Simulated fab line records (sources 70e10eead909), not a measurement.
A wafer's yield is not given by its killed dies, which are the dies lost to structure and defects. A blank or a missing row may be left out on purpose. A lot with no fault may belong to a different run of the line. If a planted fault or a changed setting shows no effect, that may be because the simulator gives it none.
fab line records :: flow nand-harc
[record]
  lots = 6
  wafers = 18
  last-day = 30
route steps=1302 shown P_GATE@215 P_CONTACT@217 END@1302
lots that met no fault: taken from a fault-free run of the same line
start-h: the number of hours between the record's first day and the start of the first shown wafer of the lot :: wait-h: hours elapsed since this lot's preceding step :: " repeats the value in the row above :: L1.1+2: several wafers, shown together as one row :: - no value, or no start was given :: * or withheld: withheld :: < > ~ a bound
route shown NAME@n: names a module that has steps shown in the file, with the first one's number in the route :: usual: mean and standard deviation over wafers with no fault :: same: alike in all rows :: chamber/n: place in a boat :: sites: the reading at each site :: _std_site: how widely they spread, as a standard deviation :: _edge_site: outer sites' mean less inner sites' :: radius-mm: for every site, how far away it sits from the centre of the wafer :: mask NAME#n: copy n :: behind: tool/chamber where the wafer was last shaped :: hold: the reason the lot was held/the length of the hold in hours/how it ended :: device: whichever transistor did not switch (one of n, p or np) :: end of line: the tests these same wafers got at the end of their route :: a step given without rows: its recipe and nothing more :: killed: at the first sort, the dies lost to defects and structure; wafer yield is something else :: map: a wafer's dies, x killed, . not, _ none there
set.NAME: the setting the step ran with; set.NAME@STEP: the setting that earlier step ran with :: model.NAME: the simulator's own value behind a step, which no gauge read
lots seen at some steps along the route; tables by step, rows by wafer
services: a tool's chamber out of use, with start hour (start-h, from the record's first day; less than 0 if before it), hours out, and reason
[[steps]]
[step NHARC_P_GATE_RTA_82]
[recipe]
  temp-c = 450
  time-s = 30
[usual]
  lamp-power-pct = 3.61/0.18
  lamp_zone_1_pct = 3.61/0.18
  lamp_zone_6_pct = 3.58/0.18
  wafer_temp_C_max = 452.2/0.6
lot.wafer: L148.3
tool: rtp-anneal-02
chamber: 0
start-h: 129.72
wait-h: -
lamp-power-pct: 3.45
lamp_zone_1_pct: 3.45
lamp_zone_6_pct: 3.42
wafer_temp_C_max: 451.4

lot.wafer: L148.4
tool: rtp-anneal-02
chamber: 0
start-h: 129.72
wait-h: -
lamp-power-pct: 3.45
lamp_zone_1_pct: 3.45
lamp_zone_6_pct: 3.42
wafer_temp_C_max: 452.6

lot.wafer: L148.6
tool: rtp-anneal-02
chamber: 0
start-h: 129.72
wait-h: -
lamp-power-pct: 3.46
lamp_zone_1_pct: 3.45
lamp_zone_6_pct: 3.42
wafer_temp_C_max: 453.1

lot.wafer: L151.1
tool: rtp-anneal-02
chamber: 0
start-h: 164.13
wait-h: -
lamp-power-pct: 3.45
lamp_zone_1_pct: 3.44
lamp_zone_6_pct: 3.43
wafer_temp_C_max: 451.8

lot.wafer: L151.3
tool: rtp-anneal-02
chamber: 0
start-h: 164.13
wait-h: -
lamp-power-pct: 3.45
lamp_zone_1_pct: 3.45
lamp_zone_6_pct: 3.42
wafer_temp_C_max: 451.9

lot.wafer: L151.4
tool: rtp-anneal-02
chamber: 0
start-h: 164.13
wait-h: -
lamp-power-pct: 3.45
lamp_zone_1_pct: 3.45
lamp_zone_6_pct: 3.42
wafer_temp_C_max: 452.1

lot.wafer: L154.2
tool: rtp-anneal-01
chamber: 0
start-h: 195.91
wait-h: -
lamp-power-pct: 3.81
lamp_zone_1_pct: 3.81
lamp_zone_6_pct: 3.78
wafer_temp_C_max: 452.4

lot.wafer: L154.3
tool: rtp-anneal-01
chamber: 0
start-h: 195.91
wait-h: -
lamp-power-pct: 3.81
lamp_zone_1_pct: 3.81
lamp_zone_6_pct: 3.77
wafer_temp_C_max: 452.5

lot.wafer: L154.5
tool: rtp-anneal-01
chamber: 0
start-h: 195.91
wait-h: -
lamp-power-pct: 3.81
lamp_zone_1_pct: 3.81
lamp_zone_6_pct: 3.78
wafer_temp_C_max: 451.7

lot.wafer: L157.4
tool: rtp-anneal-02
chamber: 0
start-h: 226.00
wait-h: -
lamp-power-pct: 3.45
lamp_zone_1_pct: 3.45
lamp_zone_6_pct: 3.42
wafer_temp_C_max: 451.8

lot.wafer: L157.5
tool: rtp-anneal-02
chamber: 0
start-h: 226.00
wait-h: -
lamp-power-pct: 3.45
lamp_zone_1_pct: 3.45
lamp_zone_6_pct: 3.42
wafer_temp_C_max: 451.8

lot.wafer: L157.6
tool: rtp-anneal-02
chamber: 0
start-h: 226.00
wait-h: -
lamp-power-pct: 3.45
lamp_zone_1_pct: 3.45
lamp_zone_6_pct: 3.42
wafer_temp_C_max: 452.0

lot.wafer: L161.2
tool: rtp-anneal-02
chamber: 0
start-h: 270.06
wait-h: -
lamp-power-pct: 3.45
lamp_zone_1_pct: 3.45
lamp_zone_6_pct: 3.43
wafer_temp_C_max: 452.0

lot.wafer: L161.4
tool: rtp-anneal-02
chamber: 0
start-h: 270.06
wait-h: -
lamp-power-pct: 3.45
lamp_zone_1_pct: 3.45
lamp_zone_6_pct: 3.43
wafer_temp_C_max: 451.7

lot.wafer: L161.5
tool: rtp-anneal-02
chamber: 0
start-h: 270.06
wait-h: -
lamp-power-pct: 3.45
lamp_zone_1_pct: 3.45
lamp_zone_6_pct: 3.42
wafer_temp_C_max: 451.1

lot.wafer: L162.2
tool: rtp-anneal-02
chamber: 0
start-h: 277.04
wait-h: -
lamp-power-pct: 3.45
lamp_zone_1_pct: 3.44
lamp_zone_6_pct: 3.42
wafer_temp_C_max: 451.7

lot.wafer: L162.4
tool: rtp-anneal-02
chamber: 0
start-h: 277.04
wait-h: -
lamp-power-pct: 3.45
lamp_zone_1_pct: 3.46
lamp_zone_6_pct: 3.42
wafer_temp_C_max: 451.3

lot.wafer: L162.6
tool: rtp-anneal-02
chamber: 0
start-h: 277.04
wait-h: -
lamp-power-pct: 3.45
lamp_zone_1_pct: 3.45
lamp_zone_6_pct: 3.43
wafer_temp_C_max: 451.0
[step NHARC_P_GATE_INSPECT_68]
[usual]
  raw-defect-count = 219/96
lot.wafer: L148.3
tool: defect-inspect-01
chamber: -
start-h: 129.87
wait-h: 0.1
raw-defect-count: 140

lot.wafer: L148.4
tool: defect-inspect-01
chamber: -
start-h: 129.87
wait-h: 0.1
raw-defect-count: 185

lot.wafer: L148.6
tool: defect-inspect-01
chamber: -
start-h: 129.87
wait-h: 0.1
raw-defect-count: 178

lot.wafer: L151.1
tool: defect-inspect-01
chamber: -
start-h: 164.33
wait-h: 0.2
raw-defect-count: 263

lot.wafer: L151.3
tool: defect-inspect-01
chamber: -
start-h: 164.33
wait-h: 0.2
raw-defect-count: 232

lot.wafer: L151.4
tool: defect-inspect-01
chamber: -
start-h: 164.33
wait-h: 0.2
raw-defect-count: 235

lot.wafer: L154.2
tool: defect-inspect-01
chamber: -
start-h: 196.08
wait-h: 0.1
raw-defect-count: 424

lot.wafer: L154.3
tool: defect-inspect-01
chamber: -
start-h: 196.08
wait-h: 0.1
raw-defect-count: 552

lot.wafer: L154.5
tool: defect-inspect-01
chamber: -
start-h: 196.08
wait-h: 0.1
raw-defect-count: 310

lot.wafer: L157.4
tool: defect-inspect-01
chamber: -
start-h: 226.12
wait-h: 0.1
raw-defect-count: 522

lot.wafer: L157.5
tool: defect-inspect-01
chamber: -
start-h: 226.12
wait-h: 0.1
raw-defect-count: 539

lot.wafer: L157.6
tool: defect-inspect-01
chamber: -
start-h: 226.12
wait-h: 0.1
raw-defect-count: 221

lot.wafer: L161.2
tool: defect-inspect-01
chamber: -
start-h: 270.23
wait-h: 0.1
raw-defect-count: 152

lot.wafer: L161.4
tool: defect-inspect-01
chamber: -
start-h: 270.23
wait-h: 0.1
raw-defect-count: 124

lot.wafer: L161.5
tool: defect-inspect-01
chamber: -
start-h: 270.23
wait-h: 0.1
raw-defect-count: 146

lot.wafer: L162.2
tool: defect-inspect-02
chamber: -
start-h: 277.21
wait-h: 0.1
raw-defect-count: 146

lot.wafer: L162.4
tool: defect-inspect-02
chamber: -
start-h: 277.21
wait-h: 0.1
raw-defect-count: 130

lot.wafer: L162.6
tool: defect-inspect-02
chamber: -
start-h: 277.21
wait-h: 0.1
raw-defect-count: 175
[step NHARC_P_CONTACT_DEP_30]
[recipe]
  target-thk-a = 300
  temp-c = 400
  target-thk-nm = 30
  flow-sccm = 200
  rf-w = 450
  material = SiNx
[usual]
  heater-power-w = 774/130
lot.wafer: L148.3
tool: pecvd-03
chamber: 0
start-h: 130.01
wait-h: 0.1
heater-power-w: 656
since-wet-clean-h: 113

lot.wafer: L148.4
tool: pecvd-03
chamber: 1
start-h: 130.01
wait-h: 0.1
heater-power-w: 667
since-wet-clean-h: -

lot.wafer: L148.6
tool: pecvd-03
chamber: 2
start-h: 130.01
wait-h: 0.1
heater-power-w: 894
since-wet-clean-h: -

lot.wafer: L151.3
tool: pecvd-02
chamber: 0
start-h: 164.44
wait-h: 0.1
heater-power-w: 645
since-wet-clean-h: 105

lot.wafer: L151.1
tool: pecvd-02
chamber: 1
start-h: 164.44
wait-h: 0.1
heater-power-w: 902
since-wet-clean-h: 106

lot.wafer: L151.4
tool: pecvd-02
chamber: 1
start-h: 164.44
wait-h: 0.1
heater-power-w: 885
since-wet-clean-h: -

lot.wafer: L154.3
tool: pecvd-01
chamber: 1
start-h: 197.03
wait-h: 0.9
heater-power-w: 620
since-wet-clean-h: 54

lot.wafer: L154.2
tool: pecvd-01
chamber: 2
start-h: 197.03
wait-h: 0.9
heater-power-w: 837
since-wet-clean-h: 54

lot.wafer: L154.5
tool: pecvd-01
chamber: 2
start-h: 197.03
wait-h: 0.9
heater-power-w: 823
since-wet-clean-h: -

lot.wafer: L157.4
tool: pecvd-01
chamber: 1
start-h: 226.30
wait-h: 0.2
heater-power-w: 677
since-wet-clean-h: -

lot.wafer: L157.6
tool: pecvd-01
chamber: 2
start-h: 226.30
wait-h: 0.2
heater-power-w: 822
since-wet-clean-h: -

lot.wafer: L157.5
tool: pecvd-01
chamber: 0
start-h: 226.30
wait-h: 0.2
heater-power-w: 963
since-wet-clean-h: -

lot.wafer: L161.2
tool: pecvd-03
chamber: 1
start-h: 270.30
wait-h: 0.1
heater-power-w: 669
since-wet-clean-h: 72

lot.wafer: L161.4
tool: pecvd-03
chamber: 1
start-h: 270.30
wait-h: 0.1
heater-power-w: 686
since-wet-clean-h: -

lot.wafer: L161.5
tool: pecvd-03
chamber: 0
start-h: 270.30
wait-h: 0.1
heater-power-w: 783
since-wet-clean-h: -

lot.wafer: L162.2
tool: pecvd-01
chamber: 1
start-h: 277.35
wait-h: 0.1
heater-power-w: 781
since-wet-clean-h: 134

lot.wafer: L162.4
tool: pecvd-01
chamber: 2
start-h: 277.35
wait-h: 0.1
heater-power-w: 827
since-wet-clean-h: -

lot.wafer: L162.6
tool: pecvd-01
chamber: 1
start-h: 277.35
wait-h: 0.1
heater-power-w: 771
since-wet-clean-h: -
[step NHARC_P_CONTACT_DEP_00]
[recipe]
  target-thk-a = 5000
  temp-c = 400
  pressure-torr = 6.5
  rf-w = 900
  teos-flow-sccm = 161.4
  flow-sccm = 2650
  target-thk-nm = 500
  gas = O2
  material = SiO2
[usual]
  chamber-pressure-Torr = 6.500/0.013
  heater-power-w = 613/130
  showerhead-vpp-V = 1872/73
  throttle-valve-pct = 15.6/0.46
lot.wafer: L148.3
tool: pecvd-03
chamber: 0
start-h: -
wait-h: -
chamber-pressure-Torr: 6.500
heater-power-w: 531
showerhead-vpp-V: 1886
since-wet-clean-h: 113
throttle-valve-pct: 15.4

lot.wafer: L148.4
tool: pecvd-03
chamber: 1
start-h: -
wait-h: -
chamber-pressure-Torr: 6.496
heater-power-w: 555
showerhead-vpp-V: 2001
since-wet-clean-h: -
throttle-valve-pct: 16.4

lot.wafer: L148.6
tool: pecvd-03
chamber: 2
start-h: -
wait-h: -
chamber-pressure-Torr: 6.473
heater-power-w: 651
showerhead-vpp-V: 1771
since-wet-clean-h: -
throttle-valve-pct: 15.7

lot.wafer: L151.3
tool: pecvd-02
chamber: 0
start-h: -
wait-h: -
chamber-pressure-Torr: 6.469
heater-power-w: 580
showerhead-vpp-V: 1878
since-wet-clean-h: 106
throttle-valve-pct: 15.5

lot.wafer: L151.1
tool: pecvd-02
chamber: 1
start-h: -
wait-h: -
chamber-pressure-Torr: 6.510
heater-power-w: 644
showerhead-vpp-V: 1756
since-wet-clean-h: 106
throttle-valve-pct: 15.0

lot.wafer: L151.4
tool: pecvd-02
chamber: 1
start-h: -
wait-h: -
chamber-pressure-Torr: 6.507
heater-power-w: 701
showerhead-vpp-V: 1704
since-wet-clean-h: -
throttle-valve-pct: 15.4

lot.wafer: L154.3
tool: pecvd-01
chamber: 1
start-h: -
wait-h: -
chamber-pressure-Torr: 6.511
heater-power-w: 609
showerhead-vpp-V: 1915
since-wet-clean-h: 54
throttle-valve-pct: 15.7

lot.wafer: L154.2
tool: pecvd-01
chamber: 2
start-h: -
wait-h: -
chamber-pressure-Torr: 6.480
heater-power-w: 612
showerhead-vpp-V: 1865
since-wet-clean-h: 54
throttle-valve-pct: 16.4

lot.wafer: L154.5
tool: pecvd-01
chamber: 2
start-h: -
wait-h: -
chamber-pressure-Torr: 6.517
heater-power-w: 659
showerhead-vpp-V: 1868
since-wet-clean-h: -
throttle-valve-pct: 16.3

lot.wafer: L157.4
tool: pecvd-01
chamber: 1
start-h: -
wait-h: -
chamber-pressure-Torr: 6.492
heater-power-w: 540
showerhead-vpp-V: 1924
since-wet-clean-h: -
throttle-valve-pct: 15.7

lot.wafer: L157.6
tool: pecvd-01
chamber: 2
start-h: -
wait-h: -
chamber-pressure-Torr: 6.490
heater-power-w: 550
showerhead-vpp-V: 1854
since-wet-clean-h: -
throttle-valve-pct: 16.2

lot.wafer: L157.5
tool: pecvd-01
chamber: 0
start-h: -
wait-h: -
chamber-pressure-Torr: 6.498
heater-power-w: 852
showerhead-vpp-V: 1936
since-wet-clean-h: -
throttle-valve-pct: 15.7

lot.wafer: L161.2
tool: pecvd-03
chamber: 1
start-h: -
wait-h: -
chamber-pressure-Torr: 6.500
heater-power-w: 516
showerhead-vpp-V: 1979
since-wet-clean-h: 73
throttle-valve-pct: 15.7

lot.wafer: L161.4
tool: pecvd-03
chamber: 1
start-h: -
wait-h: -
chamber-pressure-Torr: 6.494
heater-power-w: 548
showerhead-vpp-V: 2004
since-wet-clean-h: -
throttle-valve-pct: 15.6

lot.wafer: L161.5
tool: pecvd-03
chamber: 0
start-h: -
wait-h: -
chamber-pressure-Torr: 6.499
heater-power-w: 611
showerhead-vpp-V: 1900
since-wet-clean-h: -
throttle-valve-pct: 15.8

lot.wafer: L162.2
tool: pecvd-01
chamber: 1
start-h: -
wait-h: -
chamber-pressure-Torr: 6.497
heater-power-w: 476
showerhead-vpp-V: 1862
since-wet-clean-h: 135
throttle-valve-pct: 15.7

lot.wafer: L162.4
tool: pecvd-01
chamber: 2
start-h: -
wait-h: -
chamber-pressure-Torr: 6.481
heater-power-w: 623
showerhead-vpp-V: 1867
since-wet-clean-h: -
throttle-valve-pct: 16.5

lot.wafer: L162.6
tool: pecvd-01
chamber: 1
start-h: -
wait-h: -
chamber-pressure-Torr: 6.506
heater-power-w: 513
showerhead-vpp-V: 1944
since-wet-clean-h: -
throttle-valve-pct: 15.8
[step NHARC_P_CONTACT_CMP_01]
[recipe]
  target-thk-nm = 200
  material = SiO2
[usual]
  motor-current-A = 11.7/1.1
lot.wafer: L148.3
tool: cmp-01
chamber: 0
start-h: 130.65
wait-h: -
motor-current-A: 11.3

lot.wafer: L148.4
tool: cmp-01
chamber: 2
start-h: 130.65
wait-h: -
motor-current-A: 11.7

lot.wafer: L148.6
tool: cmp-01
chamber: 0
start-h: 130.65
wait-h: -
motor-current-A: 10.5

lot.wafer: L151.1
tool: cmp-01
chamber: 0
start-h: 165.10
wait-h: -
motor-current-A: 10.6

lot.wafer: L151.4
tool: cmp-01
chamber: 2
start-h: 165.10
wait-h: -
motor-current-A: 11.6

lot.wafer: L151.3
tool: cmp-01
chamber: 3
start-h: 165.10
wait-h: -
motor-current-A: 10.3

lot.wafer: L154.3
tool: cmp-04
chamber: 3
start-h: 197.75
wait-h: -
motor-current-A: 14.7

lot.wafer: L154.2
tool: cmp-04
chamber: 0
start-h: 197.75
wait-h: -
motor-current-A: 12.4

lot.wafer: L154.5
tool: cmp-04
chamber: 2
start-h: 197.75
wait-h: -
motor-current-A: 10.8

lot.wafer: L157.4
tool: cmp-04
chamber: 0
start-h: 226.92
wait-h: -
motor-current-A: 12.2

lot.wafer: L157.5
tool: cmp-04
chamber: 3
start-h: 226.92
wait-h: -
motor-current-A: 14.2

lot.wafer: L157.6
tool: cmp-04
chamber: 0
start-h: 226.92
wait-h: -
motor-current-A: 12.5

lot.wafer: L161.2
tool: cmp-03
chamber: 0
start-h: 271.01
wait-h: -
motor-current-A: 12.3

lot.wafer: L161.4
tool: cmp-03
chamber: 1
start-h: 271.01
wait-h: -
motor-current-A: 10.9

lot.wafer: L161.5
tool: cmp-03
chamber: 0
start-h: 271.01
wait-h: -
motor-current-A: 12.5

lot.wafer: L162.2
tool: cmp-03
chamber: 0
start-h: 277.99
wait-h: -
motor-current-A: 11.5

lot.wafer: L162.4
tool: cmp-03
chamber: 2
start-h: 277.99
wait-h: -
motor-current-A: 11.0

lot.wafer: L162.6
tool: cmp-03
chamber: 1
start-h: 277.99
wait-h: -
motor-current-A: 10.5
[step NHARC_P_CONTACT_SRD_03]
[step NHARC_P_CONTACT_DEHYDRATE_04]
[recipe]
  temp-c = 150
  time-s = 120
[step NHARC_P_CONTACT_HMDS_05]
[recipe]
  time-s = 30
[step NHARC_P_CONTACT_COAT_33]
[recipe]
  temp-c = 260
  time-s = 75
[step NHARC_P_CONTACT_COAT_34]
[recipe]
  temp-c = 225
  time-s = 65
[step NHARC_P_CONTACT_COAT_06]
[recipe]
  spin-rpm = 1500
  resist-thk-nm = 90
[step NHARC_P_CONTACT_SOFTBAKE_07]
[recipe]
  temp-c = 105
  time-s = 55
[usual]
  heater-power-total-W = 188.44/0.13
  plate-temp-C = 104.99/0.13
lot.wafer: L148.3
tool: litho-track-06
chamber: 0
start-h: 131
wait-h: -
heater-power-total-W: 188.28
plate-temp-C: 104.95

lot.wafer: L148.4
tool: litho-track-06
chamber: 0
start-h: 131
wait-h: -
heater-power-total-W: 188.71
plate-temp-C: 104.78

lot.wafer: L148.6
tool: litho-track-06
chamber: 0
start-h: 131
wait-h: -
heater-power-total-W: 188.49
plate-temp-C: 104.95

lot.wafer: L151.1
tool: litho-track-06
chamber: 0
start-h: 165
wait-h: -
heater-power-total-W: 188.30
plate-temp-C: 104.77

lot.wafer: L151.3
tool: litho-track-06
chamber: 0
start-h: 165
wait-h: -
heater-power-total-W: 188.38
plate-temp-C: 104.79

lot.wafer: L151.4
tool: litho-track-06
chamber: 0
start-h: 165
wait-h: -
heater-power-total-W: 188.35
plate-temp-C: 104.69

lot.wafer: L154.2
tool: litho-track-01
chamber: 0
start-h: 198
wait-h: -
heater-power-total-W: 188.80
plate-temp-C: 105.32

lot.wafer: L154.3
tool: litho-track-01
chamber: 0
start-h: 198
wait-h: -
heater-power-total-W: 188.43
plate-temp-C: 105.06

lot.wafer: L154.5
tool: litho-track-01
chamber: 0
start-h: 198
wait-h: -
heater-power-total-W: 188.40
plate-temp-C: 105.23

lot.wafer: L157.4
tool: litho-track-04
chamber: 0
start-h: 227
wait-h: -
heater-power-total-W: 188.48
plate-temp-C: 105.05

lot.wafer: L157.5
tool: litho-track-04
chamber: 0
start-h: 227
wait-h: -
heater-power-total-W: 188.39
plate-temp-C: 105.18

lot.wafer: L157.6
tool: litho-track-04
chamber: 0
start-h: 227
wait-h: -
heater-power-total-W: 188.49
plate-temp-C: 105.04

lot.wafer: L161.2
tool: litho-track-04
chamber: 0
start-h: 271
wait-h: -
heater-power-total-W: 186.11
plate-temp-C: 103.92

lot.wafer: L161.4
tool: litho-track-04
chamber: 0
start-h: 271
wait-h: -
heater-power-total-W: 186.15
plate-temp-C: 104.08

lot.wafer: L161.5
tool: litho-track-04
chamber: 0
start-h: 271
wait-h: -
heater-power-total-W: 186.23
plate-temp-C: 104.04

lot.wafer: L162.2
tool: litho-track-04
chamber: 0
start-h: 278
wait-h: -
heater-power-total-W: 186.09
plate-temp-C: 104.05

lot.wafer: L162.4
tool: litho-track-04
chamber: 0
start-h: 278
wait-h: -
heater-power-total-W: 186.17
plate-temp-C: 104.28

lot.wafer: L162.6
tool: litho-track-04
chamber: 0
start-h: 278
wait-h: -
heater-power-total-W: 186.49
plate-temp-C: 103.87
[step NHARC_P_CONTACT_EBR_08]
[step NHARC_END_SORT_01]
[recipe]
  temp-c = 25
[usual]
  killed-at-array = 55/20
  killed-at-other = 1.1/1.2
  killed-at-periphery = 3.8/2.8
  killed-dies = 60/19
  killed-open = 3.4/1.9
  killed-short = 2.2/1.5
[same]
  gross-dies = 677
lot.wafer: L148.3
tool: prober-02
chamber: 0
start-h: 577.61
wait-h: 3.1
killed-at-array: 79
killed-at-other: 0
killed-at-periphery: 3
killed-dies: 82
killed-open: 4
killed-short: 1

lot.wafer: L148.4
tool: prober-02
chamber: 0
start-h: 578.42
wait-h: 3.4
killed-at-array: 70
killed-at-other: 0
killed-at-periphery: 3
killed-dies: 73
killed-open: 2
killed-short: 5

lot.wafer: L148.6
tool: prober-02
chamber: 0
start-h: 580.04
wait-h: 4.0
killed-at-array: 64
killed-at-other: 0
killed-at-periphery: 1
killed-dies: 65
killed-open: 0
killed-short: 3

lot.wafer: L161.2
tool: prober-02
chamber: 0
start-h: 706.12
wait-h: 2.8
killed-at-array: 79
killed-at-other: 1
killed-at-periphery: 5
killed-dies: 85
killed-open: 5
killed-short: 1

lot.wafer: L161.4
tool: prober-02
chamber: 0
start-h: 707.72
wait-h: 3.4
killed-at-array: 75
killed-at-other: 0
killed-at-periphery: 3
killed-dies: 78
killed-open: 2
killed-short: 2

lot.wafer: L161.5
tool: prober-02
chamber: 0
start-h: 708.52
wait-h: 3.7
killed-at-array: 77
killed-at-other: 1
killed-at-periphery: 3
killed-dies: 81
killed-open: 1
killed-short: 2
// killed by level:class
L148.3 A_CHANNEL_HOLE_D2:chamber-film-flake=40 A_SLIT:chamber-film-flake=26 A_CONTACT:chamber-film-flake=4 A_M1:chamber-film-flake=3 P_GATE:geometric-particle:open=2 P_M0:geometric-particle:open=1 A_CHANNEL_HOLE_D1:geometric-particle:short=1 A_BLC:geometric-particle:open=1
L148.4 A_CHANNEL_HOLE_D2:chamber-film-flake=32 A_SLIT:chamber-film-flake=21 A_CHANNEL_HOLE_D1:chamber-film-flake=4 A_CONTACT:chamber-film-flake=3 P_GATE:chamber-film-flake=2 P_CONTACT:geometric-particle:short=1 A_CHANNEL_FILL_D1:geometric-particle:short=1 A_CHANNEL_FILL_D1:geometric-particle:open=1
L148.6 A_CHANNEL_HOLE_D2:chamber-film-flake=30 A_SLIT:chamber-film-flake=21 A_STAIRCASE:chamber-film-flake=6 A_CONTACT:chamber-film-flake=3 A_WL_FILL:geometric-particle:short=2 A_SGD_CUT:geometric-particle:short=1 P_STI:chamber-film-flake=1 A_WL_FILL:chamber-film-flake=1
L161.2 A_SLIT:chamber-film-flake=37 A_CHANNEL_HOLE_D1:chamber-film-flake=30 P_GATE:chamber-film-flake=3 A_CONTACT:chamber-film-flake=3 A_DECK1_JOINT:geometric-particle:open=2 A_ZERO_WELL:chamber-film-flake=2 P_GATE:geometric-particle:short=1 P_M0:geometric-particle:open=1
L161.4 A_SLIT:chamber-film-flake=39 A_CHANNEL_HOLE_D1:chamber-film-flake=29 P_STI:chamber-film-flake=2 A_DECK1_JOINT:geometric-particle:open=1 A_CHANNEL_FILL_D2:geometric-particle:short=1 A_WL_FILL:geometric-particle:short=1 A_CONTACT:geometric-particle:open=1 P_GATE:chamber-film-flake=1
L161.5 A_SLIT:chamber-film-flake=35 A_CHANNEL_HOLE_D1:chamber-film-flake=33 A_DECK1_JOINT:chamber-film-flake=3 P_GATE:chamber-film-flake=2 A_ZERO_WELL:chamber-film-flake=2 P_M0:geometric-particle:open=1 A_SOURCE_PLATE:geometric-particle:short=1 A_CHANNEL_FILL_D2:geometric-particle:short=1
[[services]]
tool: cmp-04
chamber: -
start-h: 111.00
hours: 4.0
kind: pm

tool: pecvd-03
chamber: -
start-h: 111.52
hours: 0.6
kind: repair

tool: cmp-04
chamber: -
start-h: 115.36
hours: 3.3
kind: repair

tool: cmp-01
chamber: -
start-h: 118.44
hours: 0.5
kind: repair

tool: pecvd-01
chamber: 1
start-h: 126.30
hours: 6.8
kind: repair

tool: pecvd-01
chamber: -
start-h: 130.00
hours: 13.0
kind: pm

tool: cmp-04
chamber: -
start-h: 145.56
hours: 0.7
kind: repair

tool: pecvd-01
chamber: -
start-h: 153.76
hours: 1.5
kind: repair

tool: pecvd-01
chamber: -
start-h: 162.05
hours: 0.3
kind: repair

tool: cmp-03
chamber: -
start-h: 162.29
hours: 4.0
kind: pm

tool: cmp-01
chamber: -
start-h: 162.73
hours: 1.2
kind: repair

tool: cmp-01
chamber: -
start-h: 172.17
hours: 1.0
kind: repair

tool: cmp-01
chamber: -
start-h: 177.53
hours: 4.9
kind: repair

tool: litho-track-06
chamber: -
start-h: 179.00
hours: 7.0
kind: pm

tool: cmp-03
chamber: -
start-h: 179.15
hours: 0.5
kind: repair

tool: pecvd-03
chamber: -
start-h: 185.00
hours: 13.0
kind: pm

tool: cmp-01
chamber: -
start-h: 185.52
hours: 4.0
kind: pm

tool: cmp-03
chamber: -
start-h: 199.28
hours: 0.4
kind: repair

tool: litho-track-04
chamber: -
start-h: 203.00
hours: 7.0
kind: pm

tool: cmp-04
chamber: -
start-h: 209.00
hours: 4.0
kind: pm

tool: pecvd-02
chamber: -
start-h: 227.05
hours: 13.0
kind: pm

tool: pecvd-01
chamber: 1
start-h: 227.25
hours: 32.9
kind: repair

tool: pecvd-01
chamber: 0
start-h: 242.97
hours: 6.8
kind: repair

tool: cmp-03
chamber: -
start-h: 260.29
hours: 4.0
kind: pm
[[key]]
[first-sign]
  step = NHARC_P_CONTACT_SOFTBAKE_07
  reading = heater-power-total-W
  direction = down
  sigmas = 17
  usual = *
  struck = *
[effect]
  step = NHARC_P_CONTACT_SOFTBAKE_07
  reading = plate-temp-C
  direction = down
  sigmas = 7.2
  usual = *
  struck = *
met-at NHARC_P_CONTACT_SOFTBAKE_07
struck-wafers L161.2,L161.4,L161.5,L162.2,L162.4,L162.6
tester-left-out L161,L162
onset-between 227 271
[fault]
  kind = process-parameter-drift
  tool = litho-track-04
  chamber = -
  onset-h = 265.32
  steps = NHARC_P_CONTACT_SOFTBAKE_07
  channel = temp-c
  offset = *
  shape = step
  end-h = 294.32
  acts-in = *
  stated = *
// tester-left-out: of these lots the tester's yield and bins aren't shown, on N5 and GAA mostly nor the transistor test; their killed dies are dies lost to structure and defects alone, not to doping, threshold or leakage, so they don't give the yield
